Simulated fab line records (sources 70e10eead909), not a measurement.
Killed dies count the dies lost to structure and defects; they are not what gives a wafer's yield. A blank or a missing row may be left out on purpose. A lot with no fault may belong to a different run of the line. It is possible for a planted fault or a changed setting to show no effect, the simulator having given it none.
fab line records + flow nand-harc
record
- lots=12
- wafers=35
- last-day=25
route steps=1159 shown A_CONTACT@940 END@1159
lots untouched by any fault: they come from a run of this same line in which no faults occurred
start-h: hours from the record's opening day to when the first of the lot's shown wafers began + wait-h: hours elapsed since this lot's preceding step + " the same as in the row above + L1.1+2: several wafers, shown together as one row + - no value present, or no start provided + * or withheld: withheld + < > ~ a bound
route shown NAME@n: a module of which the file shows steps, and the number in the route of the first + usual: average and standard deviation across the fault-free wafers + same: alike in all rows + chamber/n: place in a boat + sites: each site's reading + _std_site: the standard deviation of these + _edge_site: inner sites' mean taken away from outer sites' mean + radius-mm: how far each site lies from the wafer's centre + mask NAME#n: copy n + behind: the most recent tool/chamber to have shaped the wafer + hold: the reason the lot was held/the length of the hold in hours/how it ended + device: the n, p or np transistor that did not switch + end of line: tests of these same wafers at the route's end + a step with no rows: only its recipe + killed: dies that structure and defects cost at the first sort, which is not the same as the wafer's yield + map: the dies of a wafer, with x for killed, . for not killed, _ for no die there
set.NAME: the run value of the setting; set.NAME@STEP: its run value at that earlier step + model.NAME: the simulator's own value behind a step, which no gauge read
the route's steps for a sample of lots (tables are steps, rows are wafers)
services: when a tool's chamber went out of use (start-h, in hours from the record's first day, below 0 if earlier), for how many hours, and the reason
## steps
# step NHARC_A_CONTACT_ETCH_89
# recipe
- target-depth-a=2600
- over-etch-frac=0.3
- time-s=475.3
- ion-energy-ev=200
- n2-flow-sccm=150
- h2-flow-sccm=150
- ar-flow-sccm=0
- rf-w=400
- bias-w=150
- chemistry=N2/H2
# usual
- drypump-motor-current-A=5.9/0.44
- n2-flow-sccm=150.0/0.48
- oes-product-au=1.000/0.014
- rf-vpp-V=431.3/2.4
- showerhead-plenum-p-Torr=2.07/0.083
- throttle-valve-pct=14.172/0.0083
| lot.wafer | tool        | chamber | start-h | wait-h | drypump-motor-current-A | n2-flow-sccm | oes-product-au | rf-hours-counter-h | rf-vpp-V | showerhead-plenum-p-Torr | throttle-valve-pct |
|-----------|-------------|---------|---------|--------|-------------------------|--------------|----------------|--------------------|----------|--------------------------|--------------------|
| L666.3    | rie-diel-07 | 2       | -       | -      | 5.5                     | 150.5        | 0.980          | 25                 | 428.4    | 1.91                     | 14.163             |
| L666.1    | "           | 1       | "       | "      | 6.2                     | 151.0        | 0.994          | 24                 | 429.4    | 1.99                     | 14.179             |
| L666.6    | "           | 2       | "       | "      | 5.6                     | 150.0        | 0.978          | -                  | 427.1    | 1.91                     | 14.176             |
| L667.3    | rie-diel-10 | 3       | -       | -      | 5.0                     | 149.4        | 0.994          | 10                 | 434.1    | 2.19                     | 14.186             |
| L667.2    | "           | 1       | "       | "      | 5.8                     | 151.1        | 1.007          | 10                 | 431.4    | 2.06                     | 14.160             |
| L667.5    | "           | 3       | "       | "      | 5.0                     | 149.4        | 0.984          | -                  | 434.0    | 2.19                     | 14.148             |
| L668.2    | rie-diel-09 | 0       | -       | -      | 5.9                     | 150.5        | 0.985          | 50                 | 430.9    | 2.08                     | 14.166             |
| L668.4    | "           | 1       | "       | "      | 5.8                     | 149.6        | 0.992          | 52                 | 430.3    | 2.04                     | 14.187             |
| L668.6    | "           | 3       | "       | "      | 5.1                     | 150.7        | 1.019          | -                  | 433.3    | 2.13                     | 14.182             |
| L671.2    | rie-diel-09 | 1       | -       | -      | 5.8                     | 150.2        | 0.989          | 56                 | 428.8    | 2.04                     | 14.186             |
| L671.4    | "           | 2       | "       | "      | 5.8                     | 150.5        | 1.002          | 55                 | 433.1    | 2.18                     | 14.171             |
| L671.3    | "           | 0       | "       | "      | 5.9                     | 149.7        | 0.969          | 54                 | 430.9    | 2.07                     | 14.162             |
| L672.3    | rie-diel-10 | 0       | -       | -      | 6.0                     | 149.4        | 1.013          | 25                 | 430.3    | 2.00                     | 14.162             |
| L672.2    | "           | 2       | "       | "      | 6.6                     | 150.3        | 0.990          | 22                 | 433.1    | 2.19                     | 14.167             |
| L672.5    | "           | 3       | "       | "      | 5.0                     | 150.3        | 0.976          | -                  | 435.1    | 2.18                     | 14.173             |
| L674.1    | rie-diel-10 | 1       | -       | -      | 5.8                     | 149.9        | 1.003          | 27                 | 429.8    | 2.05                     | 14.179             |
| L674.3    | "           | 0       | "       | "      | 6.0                     | 150.3        | 1.000          | 30                 | 428.1    | 2.00                     | 14.177             |
| L674.5    | "           | 2       | "       | "      | 6.6                     | 150.4        | 0.989          | -                  | 434.3    | 2.18                     | 14.178             |
| L675.1    | rie-diel-07 | 0       | -       | -      | 6.3                     | 150.0        | 0.974          | 9                  | 432.4    | 2.12                     | 14.178             |
| L675.3    | "           | 1       | "       | "      | 6.2                     | 150.3        | 1.013          | 9                  | 429.0    | 1.99                     | 14.170             |
| L675.6    | "           | 3       | "       | "      | 6.0                     | 149.4        | 0.998          | -                  | 431.3    | 2.05                     | 14.163             |
| L681.2    | rie-diel-07 | 1       | -       | -      | 6.2                     | 149.9        | 1.002          | 12                 | 428.9    | 1.99                     | 14.177             |
| L681.6    | "           | 3       | "       | "      | 6.0                     | 150.1        | 0.992          | -                  | 431.0    | 2.04                     | 14.178             |
| L680.4    | rie-diel-09 | 0       | -       | -      | 5.9                     | 150.5        | 1.010          | 14                 | 431.0    | 2.07                     | 14.175             |
| L680.2    | "           | 2       | "       | "      | 5.8                     | 150.3        | 0.985          | 16                 | 433.0    | 2.17                     | 14.159             |
| L680.5    | "           | 0       | "       | "      | 5.9                     | 150.1        | 1.008          | -                  | 431.7    | 2.07                     | 14.180             |
| L683.1    | rie-diel-07 | 3       | -       | -      | 6.0                     | 150.5        | 0.995          | 16                 | 430.6    | 2.04                     | 14.182             |
| L683.3    | "           | 0       | "       | "      | 6.3                     | 149.6        | 0.974          | 12                 | 433.5    | 2.12                     | 14.166             |
| L683.6    | "           | 2       | "       | "      | 5.5                     | 149.7        | 1.015          | -                  | 427.1    | 1.91                     | 14.174             |
| L689.2    | rie-diel-07 | 0       | -       | -      | 6.3                     | 150.2        | 0.993          | 17                 | 432.0    | 2.12                     | 14.179             |
| L689.5    | "           | 3       | "       | "      | 6.0                     | 149.7        | 0.990          | -                  | 430.2    | 2.04                     | 14.165             |
| L689.4    | "           | 1       | "       | "      | 6.2                     | 150.0        | 1.014          | -                  | 428.8    | 1.99                     | 14.164             |
| L688.2    | rie-diel-10 | 0       | -       | -      | 6.1                     | 149.8        | 1.004          | 61                 | 429.5    | 1.98                     | 14.164             |
| L688.6    | "           | 3       | "       | "      | 5.0                     | 150.2        | 0.993          | -                  | 434.6    | 2.17                     | 14.167             |
| L688.5    | "           | 0       | "       | "      | 6.0                     | 150.1        | 1.009          | -                  | 428.6    | 1.98                     | 14.180             |
# step NHARC_A_CONTACT_ETCH_135
# recipe
- source-w=withheld
- pressure-mtorr=20
- bias-v=3000
- time-s=132
- target-depth-a=12870
- ar-flow-sccm=withheld
- c4f8-flow-sccm=withheld
- o2-flow-sccm=withheld
- chemistry=C4F8/O2/Ar
| lot.wafer | tool            | chamber | start-h | wait-h | rf-hours-counter-h |
|-----------|-----------------|---------|---------|--------|--------------------|
| L666.1    | har-cap-etch-02 | 0       | 382.58  | 0.2    | 11                 |
| L666.3    | "               | 0       | "       | "      | -                  |
| L666.6    | "               | 0       | "       | "      | -                  |
| L667.2    | har-cap-etch-03 | 1       | 390.80  | 0.2    | 87                 |
| L667.3    | "               | 1       | "       | "      | -                  |
| L667.5    | "               | 1       | "       | "      | -                  |
| L668.2    | har-cap-etch-02 | 0       | 401.88  | 0.2    | 14                 |
| L668.4    | "               | 0       | "       | "      | -                  |
| L668.6    | "               | 0       | "       | "      | -                  |
| L671.2    | har-cap-etch-01 | 0       | 419.43  | 0.2    | 61                 |
| L671.4    | "               | 0       | "       | "      | -                  |
| L671.3    | "               | 1       | "       | "      | -                  |
| L672.2    | har-cap-etch-01 | 1       | 429.74  | 0.2    | 63                 |
| L672.3    | "               | 0       | "       | "      | -                  |
| L672.5    | "               | 1       | "       | "      | -                  |
| L674.1    | har-cap-etch-03 | 1       | 441.74  | 0.1    | 94                 |
| L674.3    | "               | 1       | "       | "      | -                  |
| L674.5    | "               | 0       | "       | "      | -                  |
| L675.1    | har-cap-etch-01 | 1       | 467.97  | 0.2    | 70                 |
| L675.3    | "               | 1       | "       | "      | -                  |
| L675.6    | "               | 1       | "       | "      | -                  |
| L681.2    | har-cap-etch-02 | 1       | 481.78  | 0.2    | 30                 |
| L681.6    | "               | 0       | "       | "      | -                  |
| L680.2    | har-cap-etch-03 | 0       | 486.03  | 0.2    | 103                |
| L680.4    | "               | 1       | "       | "      | -                  |
| L680.5    | "               | 0       | "       | "      | -                  |
| L683.1    | har-cap-etch-02 | 1       | 491.10  | 0.2    | 31                 |
| L683.3    | "               | 1       | "       | "      | -                  |
| L683.6    | "               | 0       | "       | "      | -                  |
| L689.2    | har-cap-etch-01 | 1       | 520.38  | 0.2    | 81                 |
| L689.4    | "               | 0       | "       | "      | -                  |
| L689.5    | "               | 0       | "       | "      | -                  |
| L688.2    | har-cap-etch-03 | 0       | 526.27  | 0.2    | 112                |
| L688.6    | "               | 0       | "       | "      | -                  |
| L688.5    | "               | 1       | "       | "      | -                  |
# step NHARC_A_CONTACT_ETCH_98
# recipe
- target-depth-a=200
- over-etch-frac=0.5
- time-s=10
- ion-energy-ev=250
- c4f6-flow-sccm=25
- o2-flow-sccm=20
- ar-flow-sccm=500
- rf-w=600
- bias-w=500
- chemistry=C4F6/O2
# usual
- drypump-motor-current-A=5.9/0.41
- o2-flow-sccm=19.99/0.058
- oes-product-au=0.963/0.026
- rf-vpp-V=548/3.2
- showerhead-plenum-p-Torr=3.96/0.15
- throttle-valve-pct=26.902/0.0094
| lot.wafer | tool        | chamber | start-h | wait-h | drypump-motor-current-A | o2-flow-sccm | oes-product-au | rf-hours-counter-h | rf-vpp-V | showerhead-plenum-p-Torr | throttle-valve-pct |
|-----------|-------------|---------|---------|--------|-------------------------|--------------|----------------|--------------------|----------|--------------------------|--------------------|
| L666.1    | rie-diel-09 | 2       | -       | -      | 5.8                     | 19.92        | 0.980          | 43                 | 552      | 4.16                     | 26.895             |
| L666.3    | "           | 3       | "       | "      | 5.1                     | 20.05        | 0.989          | 42                 | 550      | 4.09                     | 26.880             |
| L666.6    | "           | 2       | "       | "      | 5.8                     | 19.97        | 0.965          | -                  | 551      | 4.16                     | 26.908             |
| L667.2    | rie-diel-09 | 1       | -       | -      | 5.7                     | 19.96        | 0.940          | 47                 | 548      | 3.93                     | 26.903             |
| L667.3    | "           | 3       | "       | "      | 5.1                     | 19.93        | 0.949          | 46                 | 551      | 4.09                     | 26.902             |
| L667.5    | "           | 1       | "       | "      | 5.7                     | 19.90        | 0.934          | -                  | 546      | 3.93                     | 26.897             |
| L668.4    | rie-diel-07 | 0       | -       | -      | 6.3                     | 20.06        | 0.930          | 29                 | 549      | 4.07                     | 26.884             |
| L668.2    | "           | 1       | "       | "      | 6.2                     | 20.08        | 0.937          | 30                 | 544      | 3.84                     | 26.904             |
| L668.6    | "           | 3       | "       | "      | 6.0                     | 20.04        | 0.930          | -                  | 548      | 3.94                     | 26.904             |
| L671.4    | rie-diel-07 | 3       | -       | -      | 6.0                     | 20.13        | 1.010          | 1                  | 548      | 3.94                     | 26.905             |
| L671.3    | "           | 1       | "       | "      | 6.2                     | 20.07        | 1.017          | 1                  | 546      | 3.84                     | 26.883             |
| L671.2    | "           | 2       | "       | "      | 5.5                     | 19.94        | 1.020          | 1                  | 542      | 3.71                     | 26.875             |
| L672.2    | rie-diel-07 | 1       | -       | -      | 6.2                     | 20.06        | 0.941          | 4                  | 545      | 3.84                     | 26.916             |
| L672.3    | "           | 0       | "       | "      | 6.3                     | 20.03        | 0.937          | 4                  | 548      | 4.07                     | 26.894             |
| L672.5    | "           | 2       | "       | "      | 5.5                     | 19.90        | 0.945          | -                  | 542      | 3.70                     | 26.906             |
| L674.3    | rie-diel-09 | 0       | -       | -      | 6.0                     | 20.03        | 0.995          | 0                  | 547      | 3.98                     | 26.906             |
| L674.1    | "           | 1       | "       | "      | 5.8                     | 19.92        | 0.964          | 0                  | 546      | 3.93                     | 26.893             |
| L674.5    | "           | 0       | "       | "      | 6.0                     | 19.95        | 0.995          | -                  | 547      | 3.98                     | 26.897             |
| L675.1    | rie-diel-07 | 3       | -       | -      | 6.0                     | 20.04        | 0.937          | 11                 | 548      | 3.93                     | 26.917             |
| L675.3    | "           | 2       | "       | "      | 5.5                     | 20.00        | 0.958          | 10                 | 542      | 3.70                     | 26.902             |
| L675.6    | "           | 3       | "       | "      | 6.0                     | 19.89        | 0.933          | -                  | 546      | 3.93                     | 26.884             |
| L681.2    | rie-diel-09 | 3       | -       | -      | 5.1                     | 20.10        | 0.985          | 14                 | 552      | 4.07                     | 26.907             |
| L681.6    | "           | 2       | "       | "      | 5.7                     | 19.94        | 0.947          | -                  | 552      | 4.14                     | 26.890             |
| L680.2    | rie-diel-10 | 2       | 487.58  | 0.3    | 6.6                     | 20.07        | 1.012          | -                  | 553      | 4.16                     | 26.899             |
| L680.4    | "           | 2       | "       | "      | 6.6                     | 20.08        | 1.010          | -                  | 552      | 4.16                     | 26.907             |
| L680.5    | "           | 2       | "       | "      | 6.7                     | 19.94        | 1.015          | -                  | 551      | 4.16                     | 26.905             |
| L683.3    | rie-diel-07 | 1       | -       | -      | 6.2                     | 20.10        | 0.950          | 14                 | 546      | 3.83                     | 26.897             |
| L683.1    | "           | 3       | "       | "      | 6.0                     | 20.10        | 0.918          | 16                 | 548      | 3.93                     | 26.899             |
| L683.6    | "           | 2       | "       | "      | 5.5                     | 19.92        | 0.969          | -                  | 541      | 3.70                     | 26.906             |
| L689.2    | rie-diel-07 | 0       | 521.42  | 0.2    | 6.3                     | 19.95        | 0.930          | 18                 | 548      | 4.06                     | 26.908             |
| L689.4    | "           | 3       | "       | "      | 6.0                     | 19.92        | 0.947          | -                  | 546      | 3.93                     | 26.901             |
| L689.5    | "           | 1       | "       | "      | 6.2                     | 19.97        | 0.967          | -                  | 545      | 3.83                     | 26.884             |
| L688.2    | rie-diel-10 | 0       | -       | -      | 6.1                     | 20.05        | 0.968          | 61                 | 545      | 3.83                     | 26.893             |
| L688.6    | "           | 0       | "       | "      | 6.1                     | 19.95        | 0.969          | -                  | 543      | 3.83                     | 26.906             |
| L688.5    | "           | 1       | "       | "      | 5.8                     | 19.98        | 0.982          | -                  | 546      | 3.92                     | 26.896             |
# step NHARC_A_CONTACT_ALD_18
# recipe
- target-thk-a=30
- pulse-time-s=1
- ald-cycles=150
- temp-c=450
- material=TiN
# usual
- ald-cycles=150/0
- heater-power-w=1122/67
- precursor-pulse-height-rel=1.000/0.019
| lot.wafer | tool         | chamber | start-h | wait-h | ald-cycles | heater-power-w | precursor-pulse-height-rel |
|-----------|--------------|---------|---------|--------|------------|----------------|----------------------------|
| L666.1    | ald-metal-01 | 1       | 385.51  | -      | 150        | 1064           | 0.983                      |
| L666.3    | "            | 3       | "       | "      | 150        | 1107           | 0.990                      |
| L666.6    | "            | 1       | "       | "      | 150        | 1078           | 0.964                      |
| L667.2    | ald-metal-01 | 0       | 392.88  | -      | 150        | 1113           | 1.027                      |
| L667.3    | "            | 2       | "       | "      | 150        | 1250           | 1.005                      |
| L667.5    | "            | 0       | "       | "      | 150        | 1158           | 1.010                      |
| L668.2    | ald-metal-04 | 3       | 404.14  | -      | 150        | 1028           | 1.039                      |
| L668.4    | "            | 2       | "       | "      | 150        | 1124           | 1.011                      |
| L668.6    | "            | 3       | "       | "      | 150        | 1014           | 1.008                      |
| L671.2    | ald-metal-01 | 1       | 421.53  | -      | 150        | 1082           | 0.999                      |
| L671.4    | "            | 3       | "       | "      | 150        | 1117           | 0.988                      |
| L671.3    | "            | 0       | "       | "      | 150        | 1142           | 1.009                      |
| L672.2    | ald-metal-01 | 1       | 431.81  | -      | 150        | 1076           | 0.994                      |
| L672.3    | "            | 2       | "       | "      | 150        | 1281           | 0.977                      |
| L672.5    | "            | 0       | "       | "      | 150        | 1121           | 0.993                      |
| L674.3    | ald-metal-01 | 2       | 443.78  | -      | 150        | 1234           | 1.016                      |
| L674.1    | "            | 0       | "       | "      | 150        | 1138           | 0.948                      |
| L674.5    | "            | 2       | "       | "      | 150        | 1286           | 1.005                      |
| L675.3    | ald-metal-03 | 3       | 470.06  | -      | 150        | 1086           | 0.996                      |
| L675.1    | "            | 1       | "       | "      | 150        | 1124           | 0.996                      |
| L675.6    | "            | 3       | "       | "      | 150        | 1080           | 0.984                      |
| L681.2    | ald-metal-01 | 1       | 484.37  | -      | 150        | 1069           | 1.025                      |
| L681.6    | "            | 0       | "       | "      | 69         | 1144           | 1.032                      |
| L683.1    | ald-metal-01 | 1       | 493.41  | -      | 150        | 1058           | 0.989                      |
| L683.3    | "            | 2       | "       | "      | 150        | 1236           | 0.984                      |
| L683.6    | "            | 1       | "       | "      | 69         | 1107           | 0.987                      |
| L680.4    | ald-metal-01 | 1       | 494.78  | -      | 69         | 1066           | 1.005                      |
| L680.2    | "            | 0       | "       | "      | 150        | 1177           | 1.001                      |
| L680.5    | "            | 1       | "       | "      | 150        | 1074           | 0.988                      |
| L689.4    | ald-metal-03 | 3       | 522.61  | -      | 150        | 1010           | 1.008                      |
| L689.2    | "            | 0       | "       | "      | 150        | 1150           | 0.980                      |
| L689.5    | "            | 3       | "       | "      | 150        | 1001           | 0.998                      |
| L688.2    | ald-metal-03 | 1       | 528.39  | -      | 150        | 1182           | 1.045                      |
| L688.6    | "            | 0       | "       | "      | 150        | 1112           | 1.021                      |
| L688.5    | "            | 1       | "       | "      | 150        | 1124           | 1.008                      |
# step NHARC_END_SORT_01
# recipe
- temp-c=25
# usual
- killed-at-array=30/10
- killed-at-other=0.5/0.82
- killed-at-periphery=2.9/2
- killed-dies=34/11
- killed-open=3.2/1.8
- killed-short=2.0/1.4
# same
- gross-dies=677
| lot.wafer | tool      | chamber | start-h | wait-h | killed-at-array | killed-at-other | killed-at-periphery | killed-dies | killed-open | killed-short |
|-----------|-----------|---------|---------|--------|-----------------|-----------------|---------------------|-------------|-------------|--------------|
| L681.2    | prober-02 | 0       | 552.69  | 2.8    | 31              | 1               | 2                   | 34          | 2           | 1            |
| L681.6    | prober-02 | 0       | 555.87  | 4.0    | 672             | 1               | 4                   | 677         | 3           | 2            |
| L680.2    | prober-01 | 0       | 559.39  | 2.8    | 39              | 1               | 4                   | 44          | 8           | 1            |
| L680.4    | prober-01 | 0       | 560.96  | 3.3    | 676             | 0               | 1                   | 677         | 2           | 3            |
| L680.5    | prober-01 | 0       | 561.75  | 3.6    | 35              | 0               | 2                   | 37          | 2           | 4            |
| L683.1    | prober-02 | 0       | 567.52  | 2.5    | 37              | 0               | 6                   | 43          | 5           | 3            |
| L683.3    | prober-02 | 0       | 569.11  | 3.1    | 36              | 0               | 4                   | 40          | 2           | 2            |
| L683.6    | prober-02 | 0       | 571.51  | 4.0    | 674             | 1               | 2                   | 677         | 6           | 2            |
# killed by level:class
L681.2 A_SLIT:chamber-film-flake=15 A_CHANNEL_HOLE_D1:chamber-film-flake=6 A_STAIRCASE:chamber-film-flake=3 A_CONTACT:chamber-film-flake=2 A_BLC:chamber-film-flake=2 A_ONON_D1:geometric-particle:open=1 A_CHANNEL_FILL_D1:geometric-particle:short=1 A_BLC:geometric-particle:open=1
L681.6 A_CONTACT:area-ald=647 A_SLIT:chamber-film-flake=14 A_CHANNEL_HOLE_D1:chamber-film-flake=4 A_STAIRCASE:chamber-film-flake=3 P_CONTACT:geometric-particle:open=1 P_M0:geometric-particle:short=1 A_SOURCE_PLATE:geometric-particle:open=1 A_CHANNEL_FILL_D1:geometric-particle:short=1
L680.2 A_SLIT:chamber-film-flake=15 A_STAIRCASE:chamber-film-flake=10 A_CHANNEL_HOLE_D1:chamber-film-flake=5 A_CONTACT:geometric-particle:open=3 P_M0:geometric-particle:open=2 A_CONTACT:chamber-film-flake=2 P_M1:geometric-particle:open=1 A_WL_FILL:geometric-particle:open=1
L680.4 A_CONTACT:area-ald=640 A_SLIT:chamber-film-flake=15 A_STAIRCASE:chamber-film-flake=7 A_CHANNEL_HOLE_D1:chamber-film-flake=5 A_CHANNEL_FILL_D1:chamber-film-flake=2 A_CONTACT:chamber-film-flake=2 P_M0:geometric-particle:open=1 A_SOURCE_PLATE:geometric-particle:short=1
L680.5 A_SLIT:chamber-film-flake=11 A_STAIRCASE:chamber-film-flake=11 A_CHANNEL_HOLE_D1:chamber-film-flake=4 A_CHANNEL_FILL_D1:chamber-film-flake=2 P_M0:geometric-particle:short=1 A_WL_FILL:geometric-particle:short=1 A_WL_FILL:geometric-particle:open=1 A_CONTACT:geometric-particle:open=1
L683.1 A_CHANNEL_HOLE_D1:chamber-film-flake=15 A_SLIT:chamber-film-flake=11 A_STAIRCASE:chamber-film-flake=3 P_GATE:geometric-particle:open=2 A_CHANNEL_FILL_D1:geometric-particle:short=2 A_WL_FILL:geometric-particle:open=2 P_STI:chamber-film-flake=2 A_CONTACT:chamber-film-flake=2
L683.3 A_CHANNEL_HOLE_D1:chamber-film-flake=15 A_SLIT:chamber-film-flake=14 P_GATE:chamber-film-flake=2 A_STAIRCASE:chamber-film-flake=2 A_CONTACT:chamber-film-flake=2 P_CONTACT:geometric-particle:short=1 A_SOURCE_PLATE:geometric-particle:short=1 A_CHANNEL_FILL_D1:geometric-particle:open=1
L683.6 A_CONTACT:area-ald=634 A_CHANNEL_HOLE_D1:chamber-film-flake=15 A_SLIT:chamber-film-flake=15 A_CONTACT:chamber-film-flake=4 P_CONTACT:geometric-particle:open=2 A_CHANNEL_FILL_D1:geometric-particle:open=2 A_CONTACT:geometric-particle:open=2 A_ONON_D1:geometric-particle:short=1
## services
| tool            | chamber | start-h | hours | kind       |
|-----------------|---------|---------|-------|------------|
| rie-diel-07     | 0       | 359.87  | -     | clean      |
| rie-diel-07     | 1       | 359.87  | -     | clean      |
| rie-diel-07     | 2       | 359.87  | -     | clean      |
| rie-diel-07     | 3       | 359.87  | -     | clean      |
| har-cap-etch-03 | -       | 367.85  | 0.5   | repair     |
| ald-metal-01    | 1       | 369.47  | 3.7   | repair     |
| rie-diel-07     | 0       | 384.37  | -     | clean      |
| rie-diel-07     | 1       | 384.37  | -     | clean      |
| rie-diel-07     | 2       | 384.37  | -     | clean      |
| rie-diel-07     | 3       | 384.37  | -     | clean      |
| rie-diel-07     | 0       | 399.53  | 2.7   | repair     |
| rie-diel-07     | -       | 405.22  | 9.0   | pm         |
| rie-diel-07     | 0       | 405.22  | 9.0   | vent-cycle |
| ald-metal-04    | -       | 406.00  | 10.0  | pm         |
| ald-metal-03    | 0       | 410.25  | 14.4  | repair     |
| ald-metal-03    | -       | 417.13  | 1.3   | repair     |
| rie-diel-09     | -       | 431.35  | 9.0   | pm         |
| rie-diel-07     | 1       | 431.74  | 1.5   | repair     |
| ald-metal-03    | -       | 444.64  | 12.5  | repair     |
| ald-metal-01    | -       | 458.00  | 10.0  | pm         |
| rie-diel-10     | 3       | 460.06  | 4.1   | repair     |
| rie-diel-10     | 3       | 479.12  | 10.5  | repair     |
| rie-diel-10     | 0       | 485.28  | 9.0   | repair     |
| ald-metal-03    | -       | 500.00  | 10.0  | pm         |
## key
first-sign
- step=NHARC_A_CONTACT_ALD_18
- reading=ald-cycles
- direction=down
- sigmas=99+
- usual=150
- struck=69
effect
- step=NHARC_END_SORT_01
- reading=killed-at-array
- direction=up
- sigmas=62
- usual=30
- struck=674
more-kills-born-at
- NHARC_A_CONTACT_ALD_18@ald-metal-01=1921
met-at NHARC_A_CONTACT_ALD_18
struck-lots L680,L681,L683
struck-wafers L680.4,L681.6,L683.6
later-rows-left-out L680.4,L681.6,L683.6
tester-left-out L680,L681,L683
not-acting-at NHARC_A_CONTACT_ETCH_89,NHARC_A_CONTACT_ETCH_135,NHARC_A_CONTACT_ETCH_98
onset-between 443.78 484.37
fault
- kind=process-parameter-drift
- tool=ald-metal-01
- chamber=-
- onset-h=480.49
- steps=NHARC_A_CONTACT_ALD_18
- channel=ald-cycles
- offset=-81
- shape=step
- end-h=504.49
- scope=struck-wafers-only
- acts-in=these-recipes-only
- stated=150
# tester-left-out: of these lots the tester's yield and bins aren't shown, on N5 and GAA mostly nor the transistor test; their killed dies are dies lost to structure and defects alone, not to doping, threshold or leakage, so they don't give the yield
# later-rows-left-out: the simulator's readings of these wafers behind a module that went badly wrong aren't trusted and aren't shown, but for the sort
